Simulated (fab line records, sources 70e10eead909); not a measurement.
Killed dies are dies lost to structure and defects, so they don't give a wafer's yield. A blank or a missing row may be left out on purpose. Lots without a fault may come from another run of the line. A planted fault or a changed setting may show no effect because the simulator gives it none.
Which tool did it? | flow nand_harc | 13 lots, 39 wafers sampled, at 5 steps of a route of 1302

WHAT THE GAUGES READ, wafer by wafer
NHARC_THIN_TSV_CD_MEAS_37. Usual: cd_nm 5001 nm, standard deviation 3.3.
lot  | measured     | on        | cd_nm (nm)     | flag
L505 | day 24 06:42 | cd_sem-03 | 4995 5002 5000 |
L506 | day 24 08:32 | cd_sem-02 | 4999 5000 5002 |
L507 | day 24 09:38 | cd_sem-02 | 5003 5001 5001 |
L509 | day 24 11:20 | cd_sem-01 | 5006 5003 5004 |
L508 | day 25 08:56 | cd_sem-01 | 5003 4998 5003 |
L515 | day 27 13:37 | cd_sem-02 | 4998 4999 4998 |
L516 | day 27 12:33 | cd_sem-01 | 5005 5006 5003 |
L517 | day 28 11:23 | cd_sem-01 | 5003 5000 5003 |
L519 | day 28 18:35 | cd_sem-01 | 5000 4999 5002 |
L521 | day 28 23:34 | cd_sem-01 | 5003 4998 5003 |
L523 | day 30 06:25 | cd_sem-01 | 4999 4998 4999 |
L526 | day 32 05:13 | cd_sem-01 | 4999 5003 5000 |
L527 | day 32 04:12 | cd_sem-02 | 5002 5006 5006 |

NHARC_END_SORT_01. Usual: defect_limited_yield 90.1 %, standard deviation 2.5; killed_at_array 62, standard deviation 18; killed_at_other 0.9, standard deviation 1.2; killed_at_periphery 4.2, standard deviation 2.9; killed_dies 67, standard deviation 17; killed_open 3.6, standard deviation 1.9; killed_short 2.5, standard deviation 1.6.
lot  | measured     | on        | defect_limited_yield (%) | killed_at_array | killed_at_other | killed_at_periphery | killed_dies | killed_open | killed_short | flag
L505 | day 25 18:50 | prober-01 | 89.5 89.5 90.0           | 65 63 65        | 0 1 1           | 6 7 2               | 71 71 68    | 1 5 4       | 2 0 1        |
L506 | day 26 10:55 | prober-02 | 91.9 90.7 90.8           | 49 54 59        | 0 0 0           | 6 9 3               | 55 63 62    | 5 3 3       | 5 0 3        |
L507 | day 26 02:20 | prober-02 | 88.5 89.8 90.0           | 69 66 62        | 5 1 2           | 4 2 4               | 78 69 68    | 6 6 5       | 2 3 1        |
L509 | day 26 01:48 | prober-01 | 86.6 91.7 87.9           | 89 55 77        | 1 0 0           | 1 1 5               | 91 56 82    | 4 5 5       | 6 1 3        |
L508 | day 26 18:41 | prober-02 | 87.1 87.4 88.2           | 73 75 71        | 1 1 0           | 13 9 9              | 87 85 80    | 3 6 5       | 4 2 4        |
L515 | day 27 23:34 | prober-02 | 89.2 86.1 89.1           | 72 75 73        | 0 0 0           | 1 19 1              | 73 94 74    | 4 1 3       | 1 5 2        |
L516 | day 27 23:32 | prober-01 | 90.3 89.2 91.7           | 61 62 48        | 2 4 1           | 3 7 7               | 66 73 56    | 1 2 0       | 3 1 2        |
L517 | day 28 19:44 | prober-02 | 92.9 90.8 94.1           | 41 42 31        | 0 3 1           | 7 17 8              | 48 62 40    | 1 2 2       | 3 5 1        |
L519 | day 29 03:32 | prober-01 | 94.7 93.5 94.5           | 29 30 29        | 1 2 2           | 6 12 6              | 36 44 37    | 3 6 4       | 2 1 1        |
L521 | day 29 12:02 | prober-01 | 95.1 94.4 93.9           | 28 31 33        | 0 0 0           | 5 7 8               | 33 38 41    | 1 1 6       | 4 1 3        |
L523 | day 30 15:34 | prober-02 | 90.1 89.5 90.4           | 54 61 59        | 5 1 2           | 8 9 4               | 67 71 65    | 4 7 7       | 1 3 5        |
L526 | day 32 18:28 | prober-01 | 92.3 92.3 92.2           | 51 48 50        | 0 1 0           | 1 3 3               | 52 52 53    | 3 8 5       | 1 2 3        |
L527 | day 32 09:54 | prober-01 | 93.8 93.1 93.1           | 41 46 42        | 1 0 1           | 0 1 4               | 42 47 47    | 6 2 3       | 0 3 2        |

WHICH TOOL RAN EACH LOT (tool, then ch and the chambers of the sampled wafers, then the start)
lot  | NHARC_P_M0_PRE_CLEAN_29      | NHARC_THIN_TSV_ETCHBACK_48         | NHARC_THIN_TSV_ANNEAL_52
L505 | pvd_sputter-01, day 5 07:29  | rie_diel-04 ch 0,1, day 24 01:18   | rtp_anneal-01 ch 0, day 24 03:04
L506 | pvd_sputter-02, day 5 11:55  | rie_diel-12 ch 1,2,3, day 24 03:25 | rtp_anneal-02 ch 0, day 24 05:07
L507 | pvd_sputter-01, day 5 21:38  | rie_diel-12 ch 0,1, day 24 04:37   | rtp_anneal-02 ch 0, day 24 06:24
L509 | pvd_sputter-01, day 6 19:08  | rie_diel-04 ch 0,1,3, day 24 06:01 | rtp_anneal-01 ch 0, day 24 07:42
L508 | pvd_sputter-03, day 7 12:31  | rie_diel-04 ch 0,1,2, day 25 03:30 | rtp_anneal-02 ch 0, day 25 05:19
L515 | pvd_sputter-03, day 9 10:14  | rie_diel-04 ch 0,1,3, day 27 08:29 | rtp_anneal-02 ch 0, day 27 10:13
L516 | pvd_sputter-02, day 9 14:06  | rie_diel-03 ch 2,3, day 27 07:24   | rtp_anneal-02 ch 0, day 27 09:10
L517 | pvd_sputter-03, day 10 04:19 | rie_diel-12 ch 0,3, day 28 06:19   | rtp_anneal-02 ch 0, day 28 08:04
L519 | pvd_sputter-01, day 11 00:36 | rie_diel-04 ch 1,3, day 28 13:31   | rtp_anneal-02 ch 0, day 28 15:21
L521 | pvd_sputter-01, day 11 21:13 | rie_diel-03 ch 0,1, day 28 18:27   | rtp_anneal-01 ch 0, day 28 20:16
L523 | pvd_sputter-02, day 12 17:38 | rie_diel-04 ch 1,2, day 30 01:19   | rtp_anneal-02 ch 0, day 30 03:06
L526 | pvd_sputter-01, day 14 02:05 | rie_diel-12 ch 0,1, day 32 00:14   | rtp_anneal-02 ch 0, day 32 02:01
L527 | pvd_sputter-03, day 14 07:23 | rie_diel-03 ch 0,1,3, day 31 23:06 | rtp_anneal-01 ch 0, day 32 00:49
- NHARC_P_M0_PRE_CLEAN_29: time 30 s.
- NHARC_THIN_TSV_ETCHBACK_48: etches the open film in C4F8/Ar, target depth 1028.5 nm, time 405.17 s.
- NHARC_THIN_TSV_ANNEAL_52: time 90 s.

WHAT THE TOOLS THEMSELVES READ (means of the sampled wafers that have a number; where no wafer has one, the mark that the record gives instead)
NHARC_P_M0_PRE_CLEAN_29. Usual: heater_power_w 393 W, standard deviation 45.
lot  | tool           | heater_power_w (W) | flag
L505 | pvd_sputter-01 | 381                |
L506 | pvd_sputter-02 | 442                |
L507 | pvd_sputter-01 | 412                |
L509 | pvd_sputter-01 | 382                |
L508 | pvd_sputter-03 | 396                |
L515 | pvd_sputter-03 | 376                |
L516 | pvd_sputter-02 | 402                |
L517 | pvd_sputter-03 | 378                |
L519 | pvd_sputter-01 | 379                |
L521 | pvd_sputter-01 | 385                |
L523 | pvd_sputter-02 | 405                |
L526 | pvd_sputter-01 | 347                |
L527 | pvd_sputter-03 | 385                |

NHARC_THIN_TSV_ETCHBACK_48. Usual: oes_product_au 0.940 a.u., standard deviation 0.028; rf_vpp_V 547 V, standard deviation 3.
lot  | tool        | oes_product_au (a.u.) | rf_vpp_V (V) | flag
L505 | rie_diel-04 | 0.995                 | 545          |
L506 | rie_diel-12 | 0.933                 | 551          |
L507 | rie_diel-12 | 0.918                 | 549          |
L509 | rie_diel-04 | 0.919                 | 545          |
L508 | rie_diel-04 | 0.965                 | 544          |
L515 | rie_diel-04 | 0.919                 | 544          |
L516 | rie_diel-03 | 0.963                 | 546          |
L517 | rie_diel-12 | 0.922                 | 549          |
L519 | rie_diel-04 | 0.920                 | 544          |
L521 | rie_diel-03 | 0.931                 | 550          |
L523 | rie_diel-04 | 0.968                 | 544          |
L526 | rie_diel-12 | 0.924                 | 548          |
L527 | rie_diel-03 | 0.927                 | 549          |

NHARC_THIN_TSV_ANNEAL_52. Usual: anneal_temp_c 225.06 C, standard deviation 0.17; anneal_temp_c_max 226.12, standard deviation 0.26; wafer_temp_C_max 226.1, standard deviation 0.3.
lot  | tool          | anneal_temp_c (C) | anneal_temp_c_max | wafer_temp_C_max | flag
L505 | rtp_anneal-01 | 225.17            | 226.12            | 226.5            |
L506 | rtp_anneal-02 | 225.05            | 226.06            | 226.2            |
L507 | rtp_anneal-02 | 224.93            | 226.24            | 225.7            |
L509 | rtp_anneal-01 | 225.27            | 226.33            | 226.3            |
L508 | rtp_anneal-02 | 225.00            | 225.95            | 225.8            |
L515 | rtp_anneal-02 | 225.17            | 226.50            | 225.8            |
L516 | rtp_anneal-02 | 225.31            | 226.38            | 226.1            |
L517 | rtp_anneal-02 | 224.97            | 226.04            | 226.0            |
L519 | rtp_anneal-02 | 224.99            | 226.11            | 225.8            |
L521 | rtp_anneal-01 | 225.26            | 226.28            | 226.3            |
L523 | rtp_anneal-02 | 224.90            | 226.03            | 226.0            |
L526 | rtp_anneal-02 | 225.06            | 226.12            | 225.9            |
L527 | rtp_anneal-01 | 224.92            | 225.91            | 226.6            |

THE ANSWER, worked out from the rows above alone
Rule: a lot is off if the mean of its wafers that have a number lies more than 3 standard deviations from the usual mean. A lot without any number at a reading at which 4 lots or more have one is off too. The other lots that the step has rows for count as sound. The gauges are gone through in route order, then the tools' own readings, and for those a lot's mean is taken as printed above. The first step at which some lot is off is used, and at that step the reading that is off furthest; a lot without a number counts as furthest.
No lot is off at any reading shown: from this, nothing can be told.

WHAT THE SIMULATOR HAD PUT IN
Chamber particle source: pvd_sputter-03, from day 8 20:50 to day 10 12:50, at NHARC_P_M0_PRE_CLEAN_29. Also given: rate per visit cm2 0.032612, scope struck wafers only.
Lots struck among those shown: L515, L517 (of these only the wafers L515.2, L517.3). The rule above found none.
